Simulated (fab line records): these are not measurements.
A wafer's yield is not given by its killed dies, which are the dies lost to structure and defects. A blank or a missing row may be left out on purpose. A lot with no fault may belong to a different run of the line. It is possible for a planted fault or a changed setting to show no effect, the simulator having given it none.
Matching of chambers    flow n5_finfet    N5_BEOL_M5_PRE_CLEAN_77 on cvd_co-01 has 3 sister chambers
The step time 15 s. 6 wafers are shown with their chamber, then 12 later ones without.

WAFERS, EACH WITH ITS CHAMBER
wafer   chamber  heater_power_outer_w (W)  heater_power_w (W)
L089.2  1        23                        88
L089.3  2        19                        75
L089.5  0        23                        91
L090.2  2        18                        77
L090.3  0        23                        93
L090.4  1        23                        92

WAFERS WHOSE CHAMBER IS MISSING
wafer   heater_power_outer_w (W)  heater_power_w (W)
L091.3  23                        93
L091.4  22                        89
L091.6  18                        75
L092.1  23                        86
L092.2  22                        92
L092.5  19                        76
L094.2  23                        87
L094.3  23                        93
L094.4  18                        75
L096.1  23                        91
L096.2  23                        91
L096.6  18                        75

CHAMBER TAKEN BY EACH
wafer   from the rows above      in truth
L091.3  can't be placed: 0 or 1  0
L091.4  can't be placed: 1 or 0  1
L091.6  2                        2
L092.1  can't be placed: 1 or 0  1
L092.2  can't be placed: 0 or 1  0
L092.5  2                        2
L094.2  can't be placed: 1 or 0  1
L094.3  can't be placed: 0 or 1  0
L094.4  2                        2
L096.1  can't be placed: 0 or 1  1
L096.2  can't be placed: 0 or 1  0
L096.6  2                        2
Placed correctly: 4 of 12. Unplaceable from these rows: 8, with the true chamber sitting among the candidates in 8. Placed wrongly: 0.
How it was worked out, from the rows above alone: a wafer's distance from a chamber is the root of the sum, over the readings, of the square of ((its reading less the chamber's mean) divided by the reading's scatter). The wafer belongs to the nearest chamber; if the next one is less than 2 further off, it can't be placed. The mean given for a chamber averages the wafers shown for that chamber. The scatter: take each reading less its chamber's mean, square it, sum over the shown wafers, divide by the number of wafers less the number of chambers, and take the root.
